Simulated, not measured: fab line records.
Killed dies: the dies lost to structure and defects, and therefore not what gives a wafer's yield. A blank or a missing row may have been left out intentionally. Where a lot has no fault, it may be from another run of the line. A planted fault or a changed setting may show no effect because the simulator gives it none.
8D (eight disciplines) problem report, filled in by code	flow nand harc	the parts of the form that need people (team, actions taken, sign-off) are left out

1. THE PROBLEM
Mean of killed at array at NHARC_END_SORT_01: 350 across 2 wafers in 2 lots; on wafers with no fault it is 27 (standard deviation 9.9). Measured from the usual mean, that is +33 standard deviations.
First seen on wafer L672.1, day 23 03:16, on prober-01. The record holds 6 wafers of 2 lots with a number at this step. Rule for "out" (also "out of limits"): further than 4 standard deviations from the usual mean. The rest of the wafers with a number are treated as sound.

2. WHAT THIS IS AND IS NOT
question	is	is not
which readings at this step	killed at array, killed dies	killed at other, killed at periphery, killed open, killed short
which lots	L672, L673	-
which wafers of those lots	L672.1, L673.4	L672.3, L672.4, L673.2, L673.5
read on which gauges	prober-01	-
when	from day 23 03:16	up to then (0 sound wafers); but 4 sound wafers of L672, L673 came after

3. THE SUSPECTS, EACH WITH WHAT RULES IT OUT
Counting: if a tool at a process step up to the reading ran every lot that is out, it stays a suspect. Sound lots after the first of them don't rule it out here, since some wafers of a struck lot are sound.
- ruled out: the gauge at NHARC_END_SORT_01. All the wafers that are out were read on prober-01, but those of them that NHARC_A_STAIRCASE_TRIM_12 has rows for are out there too, on other tools.
- rie diel-13 at NHARC_A_STAIRCASE_TRIM_12 (chemistry O2, time 211.2 s): kept. It ran every lot that is out, first L672 (day 14 15:02). Out on those wafers are its own readings of run length s.
- At NHARC_A_STAIRCASE_TRIM_12, inside rie diel-13: chamber 0 took the wafers that are out, while their sound lot-mates went through chambers 1, 2, 3.
The count leaves rie diel-13 at NHARC_A_STAIRCASE_TRIM_12.

4. THE CAUSE (what the simulator had put in)
rie diel-13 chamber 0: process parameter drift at NHARC_A_STAIRCASE_TRIM_12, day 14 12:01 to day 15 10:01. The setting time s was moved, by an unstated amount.
This tool alone remained once counting was done.

5. THE EFFECT CHAIN, in route order
Each row: a reading where the mean over the struck wafers with a number is more than 3 standard deviations away from the usual. Only readings whose record carries a usual standard deviation are examined. hours: median over the lots of the time between each lot's start at the first step of this table that gives one and its start at this step. sigmas: the change, counted in usual standard deviations.
hours	step	reading	usual	on struck wafers	change	sigmas
0	NHARC_A_STAIRCASE_TRIM_12	run length s	232.4 s	157.0	-75.4	-99 or more
208	NHARC_END_SORT_01	killed at array	27	350	+322	+33
208	NHARC_END_SORT_01	killed dies	31	351	+320	+32
It contains these process steps:
- NHARC_A_STAIRCASE_TRIM_12: chemistry O2, time 211.2 s.

6. WHAT WOULD HAVE CAUGHT IT SOONER
207 hours passed between the start of the fault at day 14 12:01 and the first reading out of limits at a measuring or inspecting step in this record, taken at day 23 03:16.
The tool's own readings at NHARC_A_STAIRCASE_TRIM_12 were out on every struck wafer that the step has a row for (run length s): an alarm limit on them would have fired on the first of those.
Lots out: 2; all had begun NHARC_A_STAIRCASE_TRIM_12 on rie diel-13 by day 23 03:16. Holding the tool at that point would not have protected any of them.
